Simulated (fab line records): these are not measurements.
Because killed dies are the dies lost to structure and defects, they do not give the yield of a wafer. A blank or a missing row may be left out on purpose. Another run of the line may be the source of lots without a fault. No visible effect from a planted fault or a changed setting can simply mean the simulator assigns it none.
Lot-split experiment :: flow n5 finfet :: on a route of 1938 steps: 7 lots, 21 wafers read

== THE SPLIT ==
At N5_WELL_APT_PEB_06 (peb time 90 s), the setting peb temp c was moved away from the recipe's 130 C on 9 of the 21 wafers read, by -2.6% to -1.2%. All remaining wafers had this setting at the recipe value.

== FROM THE SPLIT TO THE READING: what the file shows between them, 2 steps ==
- N5_WELL_APT_DEVELOP_07: develop time 45 s (also split here: develop time s)
- N5_WELL_APT_HARDBAKE_12: time 120 s

== THE READING ==
Shown in nm: cd nm at N5_WELL_APT_CD_MEAS_08, with target cd 200 nm. Fault-free wafers of this fab line usually give 199.3 nm, standard deviation 1.9 nm.

wafer: L080.2
tool, chamber at the split: litho track-04, 0
peb temp c as run, C: 130
against the recipe: recipe
cd nm, nm: 200.6
against lot-mates on the recipe: -

wafer: L080.3
tool, chamber at the split: litho track-04, 0
peb temp c as run, C: 130
against the recipe: recipe
cd nm, nm: 198.2
against lot-mates on the recipe: -

wafer: L080.4
tool, chamber at the split: litho track-04, 0
peb temp c as run, C: 130
against the recipe: recipe
cd nm, nm: 194.3
against lot-mates on the recipe: -

wafer: L084.1
tool, chamber at the split: litho track-04, 0
peb temp c as run, C: 126.6
against the recipe: -2.6%
cd nm, nm: 179.4
against lot-mates on the recipe: -19.6

wafer: L084.3
tool, chamber at the split: litho track-04, 0
peb temp c as run, C: 126.6
against the recipe: -2.6%
cd nm, nm: 184.2
against lot-mates on the recipe: -14.8

wafer: L084.4
tool, chamber at the split: litho track-04, 0
peb temp c as run, C: 130
against the recipe: recipe
cd nm, nm: 199.0
against lot-mates on the recipe: -

wafer: L091.2
tool, chamber at the split: litho track-04, 0
peb temp c as run, C: 127.4
against the recipe: -2.0%
cd nm, nm: 182.2
against lot-mates on the recipe: -14.4

wafer: L091.4
tool, chamber at the split: litho track-04, 0
peb temp c as run, C: 130
against the recipe: recipe
cd nm, nm: 196.6
against lot-mates on the recipe: -

wafer: L091.6
tool, chamber at the split: litho track-04, 0
peb temp c as run, C: 127.4
against the recipe: -2.0%
cd nm, nm: 183.9
against lot-mates on the recipe: -12.7

wafer: L093.1
tool, chamber at the split: litho track-01, 0
peb temp c as run, C: 126.9
against the recipe: -2.4%
cd nm, nm: 184.4
against lot-mates on the recipe: -14.9

wafer: L093.3
tool, chamber at the split: litho track-01, 0
peb temp c as run, C: 130
against the recipe: recipe
cd nm, nm: 200.0
against lot-mates on the recipe: -

wafer: L093.5
tool, chamber at the split: litho track-01, 0
peb temp c as run, C: 130
against the recipe: recipe
cd nm, nm: 198.7
against lot-mates on the recipe: -

wafer: L095.1
tool, chamber at the split: litho track-01, 0
peb temp c as run, C: 127.2
against the recipe: -2.2%
cd nm, nm: 186.2
against lot-mates on the recipe: -14.7

wafer: L095.3
tool, chamber at the split: litho track-01, 0
peb temp c as run, C: 130
against the recipe: recipe
cd nm, nm: 200.2
against lot-mates on the recipe: -

wafer: L095.6
tool, chamber at the split: litho track-01, 0
peb temp c as run, C: 130
against the recipe: recipe
cd nm, nm: 201.5
against lot-mates on the recipe: -

wafer: L096.1
tool, chamber at the split: litho track-04, 0
peb temp c as run, C: 128.4
against the recipe: -1.2%
cd nm, nm: 192.8
against lot-mates on the recipe: no lot-mate on the recipe

wafer: L096.2
tool, chamber at the split: litho track-04, 0
peb temp c as run, C: 128.4
against the recipe: -1.2%
cd nm, nm: 190.8
against lot-mates on the recipe: no lot-mate on the recipe

wafer: L096.4
tool, chamber at the split: litho track-04, 0
peb temp c as run, C: 128.4
against the recipe: -1.2%
cd nm, nm: 189.7
against lot-mates on the recipe: no lot-mate on the recipe

wafer: L097.1
tool, chamber at the split: litho track-05, 0
peb temp c as run, C: 130
against the recipe: recipe
cd nm, nm: 199.2
against lot-mates on the recipe: -

wafer: L097.2
tool, chamber at the split: litho track-05, 0
peb temp c as run, C: 130
against the recipe: recipe
cd nm, nm: 200.4
against lot-mates on the recipe: -

wafer: L097.3
tool, chamber at the split: litho track-05, 0
peb temp c as run, C: 130
against the recipe: recipe
cd nm, nm: 200.2
against lot-mates on the recipe: -

THE FIT
A straight line over all 21 wafers: cd nm changes by +6.74 nm for each +1% of peb temp c; r = +0.96; the points scatter about the line by 2 nm.
The same after taking each lot's own level away (the mean of its wafers on the recipe; 18 wafers): +6.6 nm for each +1%; r = +0.98; scatter 1.5 nm.
Per that fit: largest peb temp c move, reading shift of 17 nm.
The span of the lots' own levels, 196.60 to 200.85 nm, comes to 2.2 times the standard deviation stated above.
Hence the lot-to-lot level has little effect on the slope; both slopes agree.
Check: for one of the wafers moved furthest among these (-2.6%), held out of the fit, the line's prediction against its lot-mates is -16.6 nm. It came out at -19.6 nm against them.

== THE OTHER SPLITS THESE WAFERS WENT THROUGH ==
These wafers also went through other splits before the reading. Each is held against what the fit with the lots' levels taken away leaves over:
other split on the same wafers: N5_ZERO_LAYER_PECVD_02 time s
wafers away from the commonest value: 6
r with cd nm (lot level and that fit taken away): +0.22

other split on the same wafers: N5_WELL_APT_DEVELOP_07 develop time s
wafers away from the commonest value: 6
r with cd nm (lot level and that fit taken away): +0.09

== THE WHOLE CHAIN: every reading that the file lists as answering this split, in the file's order ==
step: N5_WELL_APT_CD_MEAS_08
what it does: target cd 200 nm
reading: cd nm
change (the file's fit): +6.57 nm for each +1% of the setting
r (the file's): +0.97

step: N5_WELL_APT_DESCUM_13
what it does: chemistry O2, time 7.9 s
reading: WELL_APT.cd nm (the simulator's own value, which no gauge read)
change (the file's fit): +6.52 nm for each +1% of the setting
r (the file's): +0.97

== FILE'S OWN FIT ==
cd nm changes by +6.57 nm for each +1% of peb temp c, r = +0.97.
